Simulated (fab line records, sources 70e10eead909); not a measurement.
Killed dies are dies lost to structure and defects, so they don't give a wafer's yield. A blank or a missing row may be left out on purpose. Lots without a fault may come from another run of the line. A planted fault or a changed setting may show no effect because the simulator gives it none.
A struck lot beside a sound one | flow nand_harc | 15 steps out of a route of 1302
Sound: wafers L913.1, L913.5, L913.6. Struck: wafers L901.1, L901.4, L901.6. The cause comes at the end.
At each step with rows: each side's tool, then ch and its chambers, then its first start. Under that, the readings that differ: sound wafers | struck wafers | difference of the means | sigmas: that difference in standard deviations of wafers without a fault.
alike: readings whose means differ by less than 2 such deviations, and words and numbers that are the same on both sides. not compared: withheld readings, readings that some wafer has no value for, bounds like >300 that may hide the same value, and numbers for which the record gives no deviation and whose values overlap.
The two part at a step that has a row with sigmas, a row that says differs or no value, or rows on one side only. Numbers that don't overlap but have no deviation are shown without sigmas and don't part them. A reading that every wafer of one side lacks parts them only if that side has two wafers or more.

first, 1 step without rows for these wafers: NHARC_A_CONTACT_DEVELOP_07 (develop time 35 s).
NHARC_A_CONTACT_CD_MEAS_08: target cd 200 nm.
  sound on cd_sem-01 ch 0, day 31 07:42; struck on cd_sem-01 ch 0, day 26 17:05
  alike: cd_nm
NHARC_A_CONTACT_OVL_MEAS_09:
  sound on overlay-01, day 31 07:48; struck on overlay-01, day 26 17:10
  alike: overlay_x_nm, overlay_y_nm
NHARC_A_CONTACT_INSPECT_10:
  sound on defect_inspect-02, day 31 07:50; struck on defect_inspect-02, day 26 17:13
  alike: raw_defect_count
then, 1 step without rows for these wafers: NHARC_A_CONTACT_DESCUM_13 (chemistry O2, time 3 s).
NHARC_A_CONTACT_ETCH_88: etches the open film in CF4, target depth 39 nm, time 65 s.
  sound on rie_diel-03 ch 0,3, day 31 07:59; struck on rie_diel-13 ch 1,2,3, day 26 17:22
  alike: bias_w, cf4_flow_sccm, drypump_motor_current_A, oes_product_au, rf_vpp_V, showerhead_plenum_p_Torr, throttle_valve_pct
  not compared: rf_hours_counter_h
then, 1 step without rows for these wafers: NHARC_A_CONTACT_ETCH_89 (etches the open film in N2/H2, target depth 260 nm, time 475.3 s).
NHARC_A_CONTACT_ETCH_30: etches the open film in CF4/CHF3, target depth 72.6 nm, time 36.3 s.
  sound on rie_diel-03 ch 0,1,3; struck on rie_diel-13 ch 2,3
  alike: bias_w, cf4_flow_sccm, chf3_flow_sccm, drypump_motor_current_A, oes_product_au, rf_vpp_V, showerhead_plenum_p_Torr, throttle_valve_pct
  not compared: rf_hours_counter_h
then, 1 step without rows for these wafers: NHARC_A_CONTACT_ETCH_31 (etches the open film in O2/COS, target depth 2800 nm, time 728 s).
NHARC_A_CONTACT_ETCH_134: etches the open film in C4F8/O2/Ar, time 140 s, target depth 700 nm.
  sound on har_cap_etch-03 ch 0,1, day 31 09:01; struck on har_cap_etch-03 ch 0,1, day 26 18:36
  alike: chamber_pressure_mTorr, oes_air_line_au
  not compared: rf_hours_counter_h
NHARC_A_CONTACT_ETCH_135: etches the open film in C4F8/O2/Ar, time 311 s, target depth 1912 nm.
  sound on har_cap_etch-03 ch 0,1, day 31 09:14; struck on har_cap_etch-03 ch 0,1, day 26 18:47
  alike: chamber_pressure_mTorr, oes_air_line_au
  not compared: rf_hours_counter_h
then, 1 step without rows for these wafers: NHARC_A_CONTACT_ETCH_136 (etches the open film in C4F8/O2/Ar, time 311 s, target depth 1912 nm).
NHARC_A_CONTACT_ETCH_137: etches the open film in C4F8/O2/Ar, time 311 s, target depth 1912 nm.
  sound on har_cap_etch-03 ch 0,1, day 31 09:46; struck on har_cap_etch-03 ch 0,1, day 26 19:20
  no value came back on the struck wafers for chamber_pressure_mTorr (mTorr), oes_air_line_au (a.u.); on the sound wafers chamber_pressure_mTorr (mTorr) reads 20.036 20.015 20.008
  not compared: rf_hours_counter_h
NHARC_A_CONTACT_ETCH_138: etches the open film in C4F8/O2/Ar, time 311 s, target depth 1914 nm.
  sound on har_cap_etch-03 ch 0,1, day 31 10:02; struck on har_cap_etch-03 ch 0,1, day 26 19:36
  alike: chamber_pressure_mTorr, oes_air_line_au
  not compared: rf_hours_counter_h
-- the record jumps here: 2 days lie between the struck wafers' starts before and after (it left off in module A_CONTACT and takes up again in module END, whose first step shown is number 1302 of the route) --
NHARC_END_SORT_01:
  the record has rows for the struck wafers here (prober-01 ch 0, day 28 21:32) and none for the sound ones

WHERE THEY PART
First at NHARC_A_CONTACT_ETCH_137; last, within this record, at NHARC_END_SORT_01.

WHY: what the simulator had put in
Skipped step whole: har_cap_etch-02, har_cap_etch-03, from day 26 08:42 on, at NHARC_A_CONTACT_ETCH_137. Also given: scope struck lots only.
